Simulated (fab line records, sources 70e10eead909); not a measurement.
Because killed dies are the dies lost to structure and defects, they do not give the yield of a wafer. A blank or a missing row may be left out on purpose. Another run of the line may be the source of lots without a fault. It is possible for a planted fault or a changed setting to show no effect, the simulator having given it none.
fab line records	flow nand-harc
[record] lots = 6	wafers = 18	last-day = 34
route steps=1302 shown P_M2@332 END@1302
lots that met no fault: from a run of the same line without faults
start-h: start of the lot's first displayed wafer, in hours after the record's first day	wait-h: time in hours since the lot's previous step	" the same as in the row above	L1.1+2: a single row standing in for several wafers	- no value, or no start given	* or withheld: withheld	< > ~ a bound
route shown NAME@n: a module of which the file shows steps, and the number in the route of the first	usual: the fault-free wafers' mean and standard deviation	same: alike in all rows	chamber/n: place in a boat	sites: each site's reading	_std_site: their standard deviation	_edge_site: inner sites' mean taken away from outer sites' mean	radius-mm: for every site, how far away it sits from the centre of the wafer	mask NAME#n: copy n	behind: the last tool/chamber to shape the wafer	hold: what put the lot on hold/how long, in hours/how the hold closed	device: whichever transistor did not switch (one of n, p or np)	end of line: tests of these same wafers at the route's end	for a step that has no rows: nothing shown but its recipe	killed: at the first sort, the dies lost to defects and structure; wafer yield is something else	map: a wafer's dies, x killed, . not, _ none there
set.NAME: the run value of the setting; set.NAME@STEP: its run value at that earlier step	model.NAME: the simulator's own value behind a step, which no gauge read
a table for each step, a row for each wafer; lots at some steps of the route
services: when a tool's chamber went out of use (start-h, in hours from the record's first day, below 0 if earlier), for how many hours, and the reason
[[steps]]
[step NHARC_P_M2_ETCH_35]
[recipe] target-depth-a = 400	overetch-a = 120	time-s = 43.94	ion-energy-ev = 200	n2-flow-sccm = 150	h2-flow-sccm = 150	ar-flow-sccm = 0	rf-w = 400	bias-w = 150	chemistry = N2/H2
[step NHARC_P_M2_ETCH_15]
[recipe] target-depth-a = 1825	time-s = 91.2	c4f8-flow-sccm = withheld	ar-flow-sccm = 400	rf-w = 600	bias-w = 300	chemistry = C4F8/Ar
[usual] bias-w = 300.0/0.81	oes-product-au = 0.942/0.022	rf-vpp-V = 440.9/2.8
lot.wafer	tool	chamber	start-h	wait-h	bias-w	oes-product-au	rf-hours-counter-h	rf-vpp-V
L542.3	rie-diel-01	3	-	-	299.8	0.917	6.0	438.4
L542.1	"	1	"	"	301.0	0.926	5.7	439.9
L542.2	"	2	"	"	300.1	0.922	5.7	446.0
L549.4	rie-diel-06	3	-	-	299.7	0.929	6.2	444.4
L549.1	"	0	"	"	299.7	0.918	6.2	441.7
L549.5	"	3	"	"	299.7	0.932	-	444.2
L551.4	rie-diel-06	1	-	-	299.2	0.929	6.5	441.1
L551.3	"	2	"	"	300.3	0.938	6.3	436.9
L551.6	"	0	"	"	299.5	0.924	-	441.9
L558.3	rie-diel-06	2	-	-	299.5	0.976	0.0	435.7
L558.5	"	2	"	"	300.8	0.982	-	436.1
L558.6	"	3	"	"	299.2	0.991	-	444.8
L559.3	rie-diel-01	1	-	-	299.4	0.919	5.4	439.8
L559.4	"	2	"	"	298.8	0.936	6.1	446.3
L559.6	"	1	"	"	301.4	0.920	-	439.4
L561.3	rie-diel-01	2	-	-	300.7	0.929	7.2	444.9
L561.4	"	0	"	"	301.0	0.939	7.8	437.0
L561.5	"	3	"	"	299.9	0.919	-	441.6
[step NHARC_P_M2_CD_MEAS_16]
[usual] cd-nm = 169.6/0.88
lot.wafer	tool	chamber	start-h	wait-h	cd-nm
L542.1	cd-sem-02	-	159.56	-	169.7
L542.2	"	-	"	"	169.4
L542.3	"	-	"	"	170.4
L549.1	cd-sem-03	-	236.73	-	168.8
L549.4	"	-	"	"	169.7
L549.5	"	-	"	"	169.6
L551.3	cd-sem-03	-	243.35	-	170.6
L551.4	"	-	"	"	170.0
L551.6	"	-	"	"	171.0
L558.3	cd-sem-03	-	320.55	-	167.9
L558.5	"	-	"	"	169.9
L558.6	"	-	"	"	168.6
L559.3	cd-sem-03	-	325.92	-	170.0
L559.4	"	-	"	"	170.5
L559.6	"	-	"	"	169.7
L561.3	cd-sem-01	-	353.65	-	168.8
L561.4	"	-	"	"	170.2
L561.5	"	-	"	"	171.2
[step NHARC_P_M2_STRIP_18]
[recipe] power-w = 1000	n2-flow-sccm = 150	h2-flow-sccm = 150	ar-flow-sccm = 0	bias-w = 0	chemistry = N2/H2
[usual] drypump-motor-current-A = 5.7/0.49	h2-flow-sccm = 150.0/0.43	oes-product-au = 1.007/0.0089	rf-vpp-V = 90.8/0.94	showerhead-plenum-p-Torr = 2.06/0.094	throttle-valve-pct = 14.171/0.0086
[same] bias-w = 0
lot.wafer	tool	chamber	start-h	wait-h	drypump-motor-current-A	h2-flow-sccm	oes-product-au	rf-hours-counter-h	rf-vpp-V	showerhead-plenum-p-Torr	throttle-valve-pct
L542.1	rie-diel-06	1	159.64	0.1	5.1	150.0	0.998	1.9	90.4	2.05	14.173
L542.2	"	3	"	"	5.7	149.7	1.014	1.4	90.6	2.16	14.167
L542.3	"	0	"	"	5.5	150.1	1.000	1.5	91.1	2.09	14.159
L549.4	rie-diel-01	2	236.85	0.1	4.8	149.9	1.004	1.6	93.2	2.20	14.164
L549.1	"	3	"	"	6.1	149.7	0.995	1.5	89.2	1.97	14.173
L549.5	"	1	"	"	6.2	149.8	1.006	-	91.1	2.00	14.164
L551.3	rie-diel-05	3	243.49	0.1	6.4	150.2	0.993	0.1	91.5	2.20	14.171
L551.6	"	0	"	"	6.1	150.0	1.016	-	90.1	2.04	14.161
L551.4	"	1	"	"	6.0	149.4	1.020	-	91.8	2.04	14.176
L558.3	rie-diel-01	3	320.68	0.1	6.1	149.9	0.996	6.6	89.7	1.97	14.176
L558.5	"	1	"	"	6.2	150.1	0.997	-	91.0	1.99	14.166
L558.6	"	2	"	"	4.8	149.8	0.996	-	92.3	2.20	14.179
L559.3	rie-diel-06	3	326.01	0.1	5.7	149.7	1.020	1.2	89.8	2.15	14.174
L559.4	"	0	"	"	5.5	150.3	1.008	0.6	91.4	2.09	14.187
L559.6	"	2	"	"	5.5	150.8	1.007	-	88.4	1.90	14.176
L561.3	rie-diel-06	0	353.72	0.1	5.5	150.3	1.014	1.2	89.6	2.09	14.170
L561.4	"	1	"	"	5.1	149.5	0.995	1.1	89.7	2.05	14.173
L561.5	"	1	"	"	5.1	149.3	0.995	-	90.2	2.05	14.175
[step NHARC_P_M2_ETCH_28]
[recipe] target-depth-a = 300	over-etch-frac = 0.3	time-s = 72.99	ion-energy-ev = 150	cf4-flow-sccm = 50	n2-flow-sccm = 100	ar-flow-sccm = 150	rf-w = 300	bias-w = 100	chemistry = CF4/N2
[usual] bias-w = 100.0/0.31	drypump-motor-current-A = 5.7/0.48	oes-product-au = 1.004/0.0095	rf-vpp-V = 314.4/2.2	showerhead-plenum-p-Torr = 2.63/0.11	throttle-valve-pct = 19.793/0.0084
lot.wafer	tool	chamber	start-h	wait-h	bias-w	drypump-motor-current-A	oes-product-au	rf-hours-counter-h	rf-vpp-V	showerhead-plenum-p-Torr	throttle-valve-pct
L542.2	rie-diel-06	1	-	-	100.1	5.1	1.001	2.0	314.2	2.64	19.800
L542.1	"	3	"	"	100.0	5.7	1.024	1.4	314.9	2.76	19.786
L542.3	"	0	"	"	99.9	5.5	0.991	1.5	316.0	2.69	19.782
L549.4	rie-diel-01	0	-	-	99.9	5.1	1.005	1.5	311.3	2.48	19.808
L549.1	"	3	"	"	100.5	6.1	1.009	1.5	311.9	2.55	19.791
L549.5	"	0	"	"	100.3	5.1	1.013	-	310.1	2.48	19.779
L551.3	rie-diel-05	1	-	-	100.0	5.9	1.018	0.1	314.3	2.62	19.797
L551.6	"	0	"	"	99.6	6.1	1.005	-	314.2	2.62	19.783
L551.4	"	3	"	"	100.0	6.4	0.998	-	318.3	2.81	19.791
L558.3	rie-diel-01	3	-	-	99.3	6.0	0.986	6.7	311.7	2.54	19.785
L558.6	"	2	"	"	99.3	4.8	1.014	-	318.4	2.82	19.793
L558.5	"	3	"	"	99.8	6.0	0.999	-	313.9	2.54	19.786
L559.3	rie-diel-06	3	-	-	100.0	5.7	1.018	1.3	315.9	2.76	19.792
L559.4	"	2	"	"	100.1	5.5	1.002	1.3	310.4	2.46	19.783
L559.6	"	0	"	"	99.8	5.5	0.999	-	315.5	2.68	19.794
L561.3	rie-diel-06	2	-	-	99.6	5.5	1.011	1.7	309.8	2.46	19.790
L561.4	"	0	"	"	99.9	5.5	1.007	1.2	315.3	2.68	19.778
L561.5	"	2	"	"	99.5	5.5	1.002	-	309.7	2.46	19.798
[step NHARC_P_M2_STRIP_19]
[recipe] time-s = 600	temp-c = 30	chemistry = post-etch-residue-remover
[step NHARC_P_M2_DEGAS_29]
[recipe] temp-c = 250	time-s = 60
[usual] heater-power-w = 326/38
lot.wafer	tool	chamber	start-h	wait-h	heater-power-w
L542.3	pvd-sputter-03	-	160.27	-	333
L542.2	"	-	"	"	366
L542.1	"	-	"	"	287
L549.4	pvd-sputter-01	-	237.85	-	278
L549.1	"	-	"	"	347
L549.5	"	-	"	"	278
L551.4	pvd-sputter-02	-	244.17	-	339
L551.3	"	-	"	"	321
L551.6	"	-	"	"	344
L558.3	pvd-sputter-03	-	321.27	-	287
L558.5	"	-	"	"	355
L558.6	"	-	"	"	287
L559.4	pvd-sputter-01	-	326.62	-	282
L559.3	"	-	"	"	370
L559.6	"	-	"	"	278
L561.3	pvd-sputter-01	-	354.35	-	254
L561.4	"	-	"	"	275
L561.5	"	-	"	"	258
[step NHARC_P_M2_PRE_CLEAN_30]
[recipe] time-s = 30	temp-c = 280	gas = H2/He
[usual] heater-power-w = 400/46
lot.wafer	tool	chamber	start-h	wait-h	heater-power-w
L542.2	pvd-sputter-03	-	-	-	442
L542.1	"	-	"	"	412
L542.3	"	-	"	"	383
L549.4	pvd-sputter-01	-	-	-	425
L549.1	"	-	"	"	321
L549.5	"	-	"	"	346
L551.3	pvd-sputter-02	-	-	-	433
L551.4	"	-	"	"	437
L551.6	"	-	"	"	454
L558.3	pvd-sputter-03	-	-	-	386
L558.5	"	-	"	"	440
L558.6	"	-	"	"	353
L559.3	pvd-sputter-01	-	-	-	324
L559.4	"	-	"	"	349
L559.6	"	-	"	"	342
L561.3	pvd-sputter-01	-	-	-	467
L561.4	"	-	"	"	428
L561.5	"	-	"	"	455
[step NHARC_P_M2_PVD_20]
[recipe] target-thk-a = 50	bias-v = 168.6	power-w = 15000	chamber-pressure-pa = 0.12	time-s = 8.06	substrate-temp-c = 50	material = TaN
[step NHARC_P_M2_PVD_21]
[recipe] target-thk-a = 300	chamber-pressure-pa = 5	power-w = 5000	substrate-temp-c = 30	time-s = 20.49	material = Cu
[step NHARC_P_M2_ECD_22]
[recipe] target-thk-a = 4000	bath-temp-c = 25	material = Cu
[step NHARC_P_M2_ANNEAL_31]
[recipe] temp-c = 225	time-s = 90
[step NHARC_P_M2_CMP_23]
[recipe] t-overpolish-s = 20	target-thk-nm = 144.3
[usual] motor-current-A = 12.4/1	time-to-endpoint-s = 28.3/2.9
lot.wafer	tool	chamber	start-h	wait-h	motor-current-A	time-to-endpoint-s
L542.2	cmp-01	2	161.35	-	13.0	29.6
L542.1	"	0	"	"	13.3	30.2
L542.3	"	1	"	"	13.6	29.9
L549.1	cmp-04	0	238.96	-	12.0	37.0
L549.4	"	1	"	"	13.3	37.6
L549.5	"	0	"	"	11.8	37.6
L551.3	cmp-04	2	245.28	-	12.3	37.4
L551.4	"	0	"	"	11.4	36.8
L551.6	"	1	"	"	13.1	36.9
L558.3	cmp-01	0	322.40	-	13.2	28.9
L558.6	"	2	"	"	12.8	32.2
L558.5	"	3	"	"	11.4	31.0
L559.4	cmp-04	1	327.73	-	14.0	28.7
L559.3	"	2	"	"	13.7	29.7
L559.6	"	0	"	"	12.1	24.9
L561.4	cmp-04	0	355.49	-	11.0	23.7
L561.3	"	2	"	"	13.5	26.1
L561.5	"	3	"	"	13.7	22.7
[step NHARC_P_M2_SRD_25]
[step NHARC_P_M2_INSPECT_27]
[usual] raw-defect-count = 329/120
lot.wafer	tool	chamber	start-h	wait-h	raw-defect-count
L542.1	defect-inspect-01	-	161.83	0.0	381
L542.2	"	-	"	"	490
L542.3	"	-	"	"	527
L549.1	defect-inspect-02	-	239.41	0.0	4719
L549.4	"	-	"	"	4642
L549.5	"	-	"	"	4759
L551.3	defect-inspect-01	-	245.75	0.0	4423
L551.4	"	-	"	"	4548
L551.6	"	-	"	"	4499
L558.3	defect-inspect-02	-	322.81	0.0	267
L558.5	"	-	"	"	149
L558.6	"	-	"	"	175
L559.3	defect-inspect-01	-	328.18	0.0	264
L559.4	"	-	"	"	225
L559.6	"	-	"	"	413
L561.3	defect-inspect-01	-	355.95	0.1	376
L561.4	"	-	"	"	217
L561.5	"	-	"	"	348
[step NHARC_P_M2_PRE_CLEAN_32]
[recipe] time-s = 12	temp-c = 370	rf-power-w = 300	gas = NH3
[step NHARC_END_SORT_01]
[recipe] temp-c = 25
[usual] defect-limited-yield = 90.9/2.6	killed-at-array = 57/18	killed-at-other = 0.8/1	killed-at-periphery = 3.9/2.8	killed-dies = 62/18	killed-open = 3.4/1.8	killed-short = 2.2/1.6
[same] gross-dies = 677
lot.wafer	tool	chamber	start-h	wait-h	defect-limited-yield[%]	killed-at-array	killed-at-other	killed-at-periphery	killed-dies	killed-open	killed-short
L542.1	prober-01	0	587.78	2.5	91.3	53	1	5	59	5	4
L542.2	prober-01	0	588.59	2.8	91.7	47	1	8	56	1	4
L542.3	prober-01	0	589.40	3.1	91.0	53	0	8	61	3	2
L549.1	prober-01	0	669.11	2.5	0	67	1	609	677	2	1
L549.4	prober-01	0	671.51	3.4	0	64	1	612	677	3	2
L549.5	prober-01	0	672.31	3.7	0	54	1	622	677	3	2
L551.3	prober-01	0	686.32	3.1	0	45	0	632	677	3	1
L551.4	prober-01	0	687.13	3.4	0	47	0	630	677	6	1
L551.6	prober-01	0	688.76	4.1	0	45	1	631	677	8	4
L558.3	prober-01	0	758.28	3.1	92.3	48	2	2	52	2	2
L558.5	prober-01	0	759.86	3.7	92.5	48	0	3	51	2	1
L558.6	prober-01	0	760.65	3.9	91.0	54	1	6	61	1	1
L559.3	prober-02	0	777.31	3.1	92.3	45	4	3	52	2	2
L559.4	prober-02	0	778.12	3.5	90.1	59	2	6	67	7	7
L559.6	prober-02	0	779.76	4.1	91.6	51	0	6	57	4	4
L561.3	prober-01	0	807.50	3.1	92.0	50	2	2	54	1	5
L561.4	prober-01	0	808.29	3.4	88.9	71	1	3	75	2	1
L561.5	prober-01	0	809.09	3.7	88.3	74	1	4	79	6	4
// killed by level:class
L542.1 A_CHANNEL_HOLE_D1:chamber-film-flake=31 A_CHANNEL_HOLE_D2:chamber-film-flake=8 P_M1:chamber-film-flake=4 A_CONTACT:chamber-film-flake=2 A_BONDPAD:chamber-film-flake=2 A_ONON_D1:geometric-particle:open=1 A_CHANNEL_HOLE_D1:geometric-particle:short=1 A_CHANNEL_HOLE_D1:geometric-particle:open=1
L542.2 A_CHANNEL_HOLE_D1:chamber-film-flake=31 P_M1:chamber-film-flake=5 A_CHANNEL_HOLE_D2:chamber-film-flake=5 P_GATE:chamber-film-flake=3 A_CHANNEL_FILL_D1:geometric-particle:short=2 A_M0:geometric-particle:short=2 A_CHANNEL_FILL_D2:chamber-film-flake=2 A_STAIRCASE:chamber-film-flake=2
L542.3 A_CHANNEL_HOLE_D1:chamber-film-flake=30 A_CHANNEL_HOLE_D2:chamber-film-flake=13 P_M1:chamber-film-flake=5 A_STAIRCASE:chamber-film-flake=3 P_GATE:chamber-film-flake=2 P_CONTACT:geometric-particle:open=1 A_CHANNEL_FILL_D2:geometric-particle:short=1 A_CHANNEL_FILL_D2:geometric-particle:open=1
L549.1 P_M2:area-cmp=609 A_CHANNEL_HOLE_D1:chamber-film-flake=37 A_CHANNEL_HOLE_D2:chamber-film-flake=15 A_CONTACT:chamber-film-flake=6 A_STAIRCASE:chamber-film-flake=2 A_SLIT:chamber-film-flake=2 A_CHANNEL_FILL_D2:geometric-particle:open=1 A_CHANNEL_FILL_D2:geometric-particle:short=1
L549.4 P_M2:area-cmp=610 A_CHANNEL_HOLE_D1:chamber-film-flake=33 A_CHANNEL_HOLE_D2:chamber-film-flake=17 A_WL_FILL:chamber-film-flake=3 A_CONTACT:chamber-film-flake=3 A_STAIRCASE:chamber-film-flake=2 P_CONTACT:geometric-particle:open=1 A_ONON_D1:geometric-particle:open=1
L549.5 P_M2:area-cmp=622 A_CHANNEL_HOLE_D1:chamber-film-flake=33 A_CHANNEL_HOLE_D2:chamber-film-flake=10 A_STAIRCASE:chamber-film-flake=3 A_WL_FILL:chamber-film-flake=2 A_CONTACT:chamber-film-flake=2 A_DECK1_JOINT:geometric-particle:short=1 A_ONON_D2:geometric-particle:open=1
L551.3 P_M2:area-cmp=628 A_CHANNEL_HOLE_D1:chamber-film-flake=34 A_CONTACT:chamber-film-flake=8 P_STI:geometric-particle:short=1 P_GATE:geometric-particle:open=1 P_CONTACT:geometric-particle:open=1 A_CHANNEL_FILL_D2:geometric-particle:open=1 P_GATE:chamber-film-flake=1
L551.4 P_M2:area-cmp=626 A_CHANNEL_HOLE_D1:chamber-film-flake=32 A_STAIRCASE:chamber-film-flake=3 A_CONTACT:chamber-film-flake=3 A_ONON_D1:geometric-particle:open=2 A_SLIT:chamber-film-flake=2 A_WL_FILL:chamber-film-flake=2 P_STI:geometric-particle:short=1
L551.6 P_M2:area-cmp=625 A_CHANNEL_HOLE_D1:chamber-film-flake=27 A_CONTACT:chamber-film-flake=4 P_GATE:chamber-film-flake=3 A_CHANNEL_FILL_D1:geometric-particle:open=2 A_DECK1_JOINT:geometric-particle:short=2 A_BLC:geometric-particle:open=2 A_M0:geometric-particle:open=2
L558.3 A_CHANNEL_HOLE_D1:chamber-film-flake=29 A_CONTACT:chamber-film-flake=5 A_SLIT:chamber-film-flake=3 A_STAIRCASE:chamber-film-flake=3 A_CHANNEL_FILL_D2:geometric-particle:open=2 A_BLC:geometric-particle:short=2 THIN_TSV:chamber-film-flake=2 P_GATE:chamber-film-flake=1
L558.5 A_CHANNEL_HOLE_D1:chamber-film-flake=33 A_SLIT:chamber-film-flake=4 P_GATE:chamber-film-flake=2 A_STAIRCASE:chamber-film-flake=2 A_CONTACT:chamber-film-flake=2 A_BONDPAD:chamber-film-flake=2 A_CHANNEL_FILL_D1:geometric-particle:open=1 A_DECK1_JOINT:geometric-particle:short=1
L558.6 A_CHANNEL_HOLE_D1:chamber-film-flake=33 A_CONTACT:chamber-film-flake=11 P_M2:chamber-film-flake=4 A_SLIT:chamber-film-flake=4 A_BLC:geometric-particle:short=1 A_M0:geometric-particle:open=1 P_STI:chamber-film-flake=1 P_GATE:chamber-film-flake=1
L559.3 A_SLIT:chamber-film-flake=21 A_CHANNEL_HOLE_D1:chamber-film-flake=13 A_STAIRCASE:chamber-film-flake=4 THIN_TSV:chamber-film-flake=4 P_GATE:chamber-film-flake=2 A_CHANNEL_FILL_D2:chamber-film-flake=2 A_SOURCE_PLATE:geometric-particle:short=1 A_CHANNEL_HOLE_D1:geometric-particle:short=1
L559.4 A_SLIT:chamber-film-flake=30 A_CHANNEL_HOLE_D1:chamber-film-flake=10 A_CHANNEL_FILL_D2:chamber-film-flake=5 A_CHANNEL_FILL_D2:geometric-particle:open=2 A_WL_FILL:geometric-particle:short=2 P_GATE:chamber-film-flake=2 THIN_TSV:chamber-film-flake=2 P_GATE:geometric-particle:open=1
L559.6 A_SLIT:chamber-film-flake=25 A_CHANNEL_HOLE_D1:chamber-film-flake=7 A_STAIRCASE:chamber-film-flake=4 P_GATE:chamber-film-flake=3 A_CHANNEL_FILL_D2:chamber-film-flake=3 P_CONTACT:geometric-particle:open=2 A_M0:geometric-particle:open=2 A_CHANNEL_HOLE_D2:chamber-film-flake=2
L561.3 A_CHANNEL_HOLE_D2:chamber-film-flake=21 A_CHANNEL_HOLE_D1:chamber-film-flake=8 A_SLIT:chamber-film-flake=7 A_STAIRCASE:chamber-film-flake=4 A_CONTACT:chamber-film-flake=3 A_WL_FILL:geometric-particle:short=2 THIN_TSV:chamber-film-flake=2 P_STI:geometric-particle:short=1
L561.4 A_CHANNEL_HOLE_D2:chamber-film-flake=30 A_SLIT:chamber-film-flake=13 A_CHANNEL_HOLE_D1:chamber-film-flake=10 A_STAIRCASE:chamber-film-flake=10 A_WL_FILL:chamber-film-flake=3 P_GATE:chamber-film-flake=2 A_CONTACT:chamber-film-flake=2 A_CHANNEL_FILL_D1:geometric-particle:open=1
L561.5 A_CHANNEL_HOLE_D2:chamber-film-flake=29 A_CHANNEL_HOLE_D1:chamber-film-flake=12 A_SLIT:chamber-film-flake=10 A_STAIRCASE:chamber-film-flake=9 A_CONTACT:chamber-film-flake=5 A_CHANNEL_HOLE_D1:geometric-particle:open=2 P_GATE:chamber-film-flake=2 P_STI:geometric-particle:open=1
// map L549.1 (x killed, . not)
____________x____________
_________xxxxxxx_________
_______xxxxxxxxxxx_______
______xxxxxxxxxxxxx______
_____xxxxxxxxxxxxxxx_____
____xxxxxxxxxxxxxxxxx____
____xxxxxxxxxxxxxxxxx____
___xxxxxxxxxxxxxxxxxxx___
___xxxxxxxxxxxxxxxxxxx___
__xxxxxxxxxxxxxxxxxxxxx__
__xxxxxxxxxxxxxxxxxxxxx__
_xxxxxxxxxxxxxxxxxxxxxxx_
_xxxxxxxxxxxxxxxxxxxxxxx_
_xxxxxxxxxxxxxxxxxxxxxxx_
_xxxxxxxxxxxxxxxxxxxxxxx_
_xxxxxxxxxxxxxxxxxxxxxxx_
xxxxxxxxxxxxxxxxxxxxxxxxx
xxxxxxxxxxxxxxxxxxxxxxxxx
xxxxxxxxxxxxxxxxxxxxxxxxx
xxxxxxxxxxxxxxxxxxxxxxxxx
xxxxxxxxxxxxxxxxxxxxxxxxx
_xxxxxxxxxxxxxxxxxxxxxxx_
_xxxxxxxxxxxxxxxxxxxxxxx_
_xxxxxxxxxxxxxxxxxxxxxxx_
_xxxxxxxxxxxxxxxxxxxxxxx_
_xxxxxxxxxxxxxxxxxxxxxxx_
__xxxxxxxxxxxxxxxxxxxxx__
__xxxxxxxxxxxxxxxxxxxxx__
___xxxxxxxxxxxxxxxxxxx___
___xxxxxxxxxxxxxxxxxxx___
____xxxxxxxxxxxxxxxxx____
____xxxxxxxxxxxxxxxxx____
_____xxxxxxxxxxxxxxx_____
______xxxxxxxxxxxxx______
_______xxxxxxxxxxx_______
_________xxxxxxx_________
____________x____________
// map L551.3 (x killed, . not)
____________x____________
_________xxxxxxx_________
_______xxxxxxxxxxx_______
______xxxxxxxxxxxxx______
_____xxxxxxxxxxxxxxx_____
____xxxxxxxxxxxxxxxxx____
____xxxxxxxxxxxxxxxxx____
___xxxxxxxxxxxxxxxxxxx___
___xxxxxxxxxxxxxxxxxxx___
__xxxxxxxxxxxxxxxxxxxxx__
__xxxxxxxxxxxxxxxxxxxxx__
_xxxxxxxxxxxxxxxxxxxxxxx_
_xxxxxxxxxxxxxxxxxxxxxxx_
_xxxxxxxxxxxxxxxxxxxxxxx_
_xxxxxxxxxxxxxxxxxxxxxxx_
_xxxxxxxxxxxxxxxxxxxxxxx_
xxxxxxxxxxxxxxxxxxxxxxxxx
xxxxxxxxxxxxxxxxxxxxxxxxx
xxxxxxxxxxxxxxxxxxxxxxxxx
xxxxxxxxxxxxxxxxxxxxxxxxx
xxxxxxxxxxxxxxxxxxxxxxxxx
_xxxxxxxxxxxxxxxxxxxxxxx_
_xxxxxxxxxxxxxxxxxxxxxxx_
_xxxxxxxxxxxxxxxxxxxxxxx_
_xxxxxxxxxxxxxxxxxxxxxxx_
_xxxxxxxxxxxxxxxxxxxxxxx_
__xxxxxxxxxxxxxxxxxxxxx__
__xxxxxxxxxxxxxxxxxxxxx__
___xxxxxxxxxxxxxxxxxxx___
___xxxxxxxxxxxxxxxxxxx___
____xxxxxxxxxxxxxxxxx____
____xxxxxxxxxxxxxxxxx____
_____xxxxxxxxxxxxxxx_____
______xxxxxxxxxxxxx______
_______xxxxxxxxxxx_______
_________xxxxxxx_________
____________x____________
[[services]]
tool	chamber	start-h	hours	kind
pvd-sputter-01	-	147.10	2.9	repair
cmp-04	-	151.82	0.7	repair
cmp-04	-	161.08	2.8	repair
pvd-sputter-03	-	170.03	10.0	pm
rie-diel-01	-	184.45	1.1	repair
rie-diel-01	-	198.81	0.7	repair
rie-diel-01	-	203.85	9.0	pm
cmp-04	-	209.11	4.0	pm
rie-diel-06	2	213.22	6.0	repair
rie-diel-06	3	220.10	6.1	repair
pvd-sputter-03	-	220.18	1.7	repair
rie-diel-01	-	225.96	3.8	repair
pvd-sputter-01	-	226.00	10.0	pm
cmp-04	-	258.68	0.9	repair
pvd-sputter-01	-	259.55	2.5	repair
rie-diel-06	2	294.14	7.0	repair
cmp-04	-	307.11	4.0	pm
rie-diel-06	-	307.27	9.0	pm
rie-diel-01	-	308.35	1.8	repair
pvd-sputter-03	-	336.03	5.3	repair
pvd-sputter-01	-	337.54	5.0	repair
rie-diel-06	2	342.62	1.2	repair
rie-diel-06	3	347.65	2.1	repair
pvd-sputter-03	-	348.03	10.0	pm
[[key]]
[first-sign] step = NHARC_P_M2_CMP_23	reading = time-to-endpoint-s	direction = up	sigmas = 3.1	usual = *	struck = *
[effect] step = NHARC_P_M2_INSPECT_27	reading = raw-defect-count	direction = up	sigmas = 34	usual = 329	struck = 4598
[effect] step = NHARC_END_SORT_01	reading = killed-at-periphery	direction = up	sigmas = 99+	usual = 3.9	struck = 622.7
[more-kills-born-at] NHARC_P_M2_CMP_23@cmp-04 = 3720
met-at NHARC_P_M2_CMP_23
struck-wafers L549.1,L549.4,L549.5,L551.3,L551.4,L551.6
later-rows-left-out L549.1,L549.4,L549.5,L551.3,L551.4,L551.6
[fault] kind = process-parameter-drift	tool = cmp-04	chamber = -	onset-h = 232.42	steps = NHARC_P_M2_CMP_23	channel = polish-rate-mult	offset = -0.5	shape = step	end-h = 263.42
// later-rows-left-out: the simulator's readings of these wafers behind a module that went badly wrong aren't trusted and aren't shown, but for the sort
